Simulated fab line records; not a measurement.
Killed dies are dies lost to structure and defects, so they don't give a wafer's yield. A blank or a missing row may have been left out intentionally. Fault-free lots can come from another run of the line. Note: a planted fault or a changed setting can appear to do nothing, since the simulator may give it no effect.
A struck lot beside a sound one + flow n5-finfet + 35 out of 1938 route steps
Sound: wafers L148.2, L148.3, L148.5. Wafers L155.2, L155.3, L155.4 were the ones struck. At the end, the cause is stated.
Per side, at each step with rows, come the tool, then ch with its chambers, and then its first start. Under that, the readings that differ: sound wafers + struck wafers + difference of the means + sigmas: that difference in standard deviations of wafers without a fault.
alike: a reading whose means differ by less than 2 such deviations, as well as words and numbers matching on both sides. not compared: withheld readings; readings where some wafer has no value; bounds like >300 that might hide an equal value; numbers whose values overlap and for which the record gives no deviation.
The two part at a step that has a row with sigmas, a row that says differs or no value, or rows on one side only. Numbers that don't overlap but have no deviation are shown without sigmas and don't part them. Lack of a reading on every wafer of one side parts them only where that side has two or more wafers.

first, 11 steps without rows for these wafers: N5_BEOL_M8_HM_STRIP_39 (strips TiN in peroxide tin strip, target depth 25 nm, time 158 s); N5_BEOL_M8_SRD_40 (time 30 s); N5_BEOL_M8_PRECLEAN_42 (cleans in residue remover, time 60 s); N5_BEOL_M8_SRD_43 (time 30 s); N5_BEOL_M8_CURE_75 (cures SiCOH lowk, time 120 s); N5_BEOL_M8_DEGAS_44 (time 60 s); N5_BEOL_M8_PRE_CLEAN_45 (time 30 s); N5_BEOL_M8_ALD_77 (deposits TaN, target thk 2 nm, pulse time 2 s, purge time 3 s); N5_BEOL_M8_SURFACE_TREAT_79; N5_BEOL_M8_CVD_78 (deposits Co from CCTBA/H2, target thk 2 nm, time 142.3 s); N5_BEOL_M8_SPUTTER_48 (material Cu, target thk 10 nm, time 1.667 s).
N5_BEOL_M8_ECD_50: material Cu, target thk 300 nm.
  sound on ecd-cu-02 ch 1, day 13 00:51; struck on ecd-cu-02 ch 0,1, day 15 07:55
then, 22 steps without rows for these wafers: N5_BEOL_M8_ANNEAL_51 (time 90 s); N5_BEOL_M8_CMP_52 (polishes, stops on SiCOH lowk, t overpolish 6.9 s, target thk 80 nm); N5_BEOL_M8_PRE_CLEAN_55 (time 15 s); N5_BEOL_M8_DEP_56 (deposits SiCN from 3MS/NH3, target thk 10 nm, time 17.5 s); N5_BEOL_M9_ILD_DEP_00 (deposits SiCOH lowk from DEMS/porogen, target thk 308.51 nm, time 58 s); N5_BEOL_M9_CURE_71 (cures SiCOH lowk, time 240 s); N5_BEOL_M9_PECVD_70 (deposits SiO2 from TEOS/O2, target thk 20 nm, time 22.7 s); N5_BEOL_M9_HM_DEP_02 (deposits TiN, target thk 20 nm); N5_BEOL_M9_COAT_59 (time 60 s, resist thk 100 nm); N5_BEOL_M9_COAT_60 (time 60 s, resist thk 30 nm); N5_BEOL_M9_COAT_05 (resist thk 90 nm); N5_BEOL_M9_EBR_07; N5_BEOL_M9_SOFTBAKE_06 (time 60 s); N5_BEOL_M9_EXPOSE_08 (exposes mask M9); N5_BEOL_M9_PEB_09 (peb time 60 s); N5_BEOL_M9_DEVELOP_10 (develop time 30 s); N5_BEOL_M9_DESCUM_16 (chemistry O2, time 7.9 s); N5_BEOL_M9_ETCH_61 (etches SiARC in CF4, target depth 39 nm, time 65 s); N5_BEOL_M9_ETCH_62 (etches SOC in N2/H2, target depth 110 nm, overetch 22 nm, time 165 s); N5_BEOL_M9_STRIP_68 (strips in N2/H2); N5_BEOL_M9_STRIP_67 (strips in CF4); N5_BEOL_M9_HM_OPEN_17 (chemistry Cl2/BCl3, target TiN, target depth 20 nm, overetch 6 nm).
-- a jump in the record: the struck wafers' starts before and after are 3 days apart (it breaks off in module BEOL_M9 and resumes in module PASSIVATION, where the first step shown is number 1936 of the route) --
N5_PASSIVATION_PROBE_49:
  only the struck wafers here have rows in the record (prober-01, day 18 06:53); the sound ones have none

## WHERE THEY PART
Only at N5_PASSIVATION_PROBE_49, within this record.

WHY: what the simulator had put in
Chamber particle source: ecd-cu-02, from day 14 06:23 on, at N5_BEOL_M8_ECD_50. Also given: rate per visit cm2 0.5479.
